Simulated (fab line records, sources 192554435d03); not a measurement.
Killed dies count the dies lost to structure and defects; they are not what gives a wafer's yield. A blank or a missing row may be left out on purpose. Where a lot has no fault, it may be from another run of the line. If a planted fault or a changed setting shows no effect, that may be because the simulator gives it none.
Struck lot and sound lot, side by side | flow n5 finfet | 20 steps out of a route of 1938
Sound: these wafers, L203.2, L203.3, L203.6. Struck: wafers L202.2, L202.3, L202.6. The cause comes at the end.
Each step with rows lists, per side, the tool, then ch with its chambers, then its first start. Under that, the readings that differ: sound wafers | struck wafers | difference of the means | sigmas: that difference in standard deviations of wafers without a fault.
alike: same words and numbers on both sides, and readings whose means sit less than 2 such deviations apart. not compared: any withheld reading, any reading some wafer has no value for, any bound like >300 that may hide the same value, and any number with overlapping values for which the record gives no deviation.
The two part at a step that has a row with sigmas, a row that says differs or no value, or rows on one side only. Numbers that have no deviation but don't overlap get no sigmas and don't part them. Lack of a reading on every wafer of one side parts them only where that side has two or more wafers.

first, 8 steps without rows for these wafers: N5_BEOL_M12_DESCUM_15 (chemistry O2, time 7.9 s); N5_BEOL_M12_ETCH_59 (etches BARC in N2/H2, target depth 89 nm, overetch 26.7 nm, time 67.9 s); N5_BEOL_M12_VIA_ETCH_16 (etches SiOC in C4F8/O2/Ar, target depth 724.8 nm); N5_BEOL_M12_STRIP_63 (strips in N2/H2); N5_BEOL_M12_STRIP_64 (strips in N2/H2); N5_BEOL_M12_STRIP_71 (strips in post etch residue remover, time 60 s); N5_BEOL_M12_SRD_72 (time 30 s, dry time 30 s); N5_BEOL_M12_COAT_65 (time 60 s, resist thk 300 nm).
N5_BEOL_M12_COAT_66: time 60 s, resist thk 110 nm.
  sound on litho track-05 ch 0, day 15 06:48; struck on litho track-01 ch 0, day 14 19:46
  reading                                     | sound                | struck               | difference | sigmas
  dispense pressure kPa (kPa)                 | 51.6 51.6 51.6       | 45.2 45.2 45.2       | -6.4       | -2
  spin speed rpm (rpm)                        | 1499.1 1499.4 1500.2 | 1564.1 1563.4 1563.6 | +64.1      | +64
  model.SiARC_of_BEOL_M12_COAT_66.thk nm (nm) | 110.6 110.2 110.2    | 107.6 107.4 107.4    | -2.9       |
then, 8 steps without rows for these wafers: N5_BEOL_M12_COAT_22 (resist thk 300 nm); N5_BEOL_M12_EBR_24; N5_BEOL_M12_SOFTBAKE_23 (time 60 s); N5_BEOL_M12_EXPOSE_25 (exposes mask M12); N5_BEOL_M12_PEB_26 (peb time 90 s); N5_BEOL_M12_DEVELOP_27 (develop time 45 s); N5_BEOL_M12_HARDBAKE_32 (time 120 s); N5_BEOL_M12_DESCUM_33 (chemistry O2, time 7.9 s).
N5_BEOL_M12_ETCH_67: etches SiARC in CF4, target depth 143 nm, time 238.3 s.
  sound on rie diel-01 ch 0,1,2, day 15 07:14; struck on rie diel-02 ch 0,1,2, day 14 20:28
  reading                                    | sound             | struck            | difference | sigmas
  model.etch.depth nm (nm)                   | 110.5 110.3 110.2 | 107.5 107.4 107.4 | -2.9       |
  model.coat_of_BEOL_M12_COAT_22.thk nm (nm) | 212 211.6 211.8   | 213 213 213.6     | +1         |
  alike: cf4 flow sccm, drypump motor current A, etch rf on time s, mfc ar sccm, oes product au, rf vpp V, showerhead plenum p Torr, throttle valve pct
  not compared: rf hours counter h
N5_BEOL_M12_ETCH_68: etches SOC in N2/H2, time 285 s.
  sound on rie diel-01 ch 0,1,2, day 15 07:23; struck on rie diel-02 ch 0,1,2, day 14 20:37
  reading                                     | sound          | struck         | difference | sigmas
  model.SiARC_of_BEOL_M12_COAT_66.thk nm (nm) | 86.4 85.8 85.6 | 83.2 83.2 82.8 | -2.9       |
  alike: drypump motor current A, oes product au, rf vpp V, showerhead plenum p Torr, throttle valve pct
  not compared: rf hours counter h
then, 1 step without rows for these wafers: N5_BEOL_M12_STRIP_69 (strips in N2/H2).

## WHERE THEY PART
Within this record, at N5_BEOL_M12_COAT_66 only. Later steps at which nothing parts them and some readings are alike: N5_BEOL_M12_ETCH_67, N5_BEOL_M12_ETCH_68.

WHY: what the simulator had put in
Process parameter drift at N5_BEOL_M12_COAT_66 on litho track-01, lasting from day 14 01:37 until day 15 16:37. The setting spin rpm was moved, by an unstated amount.
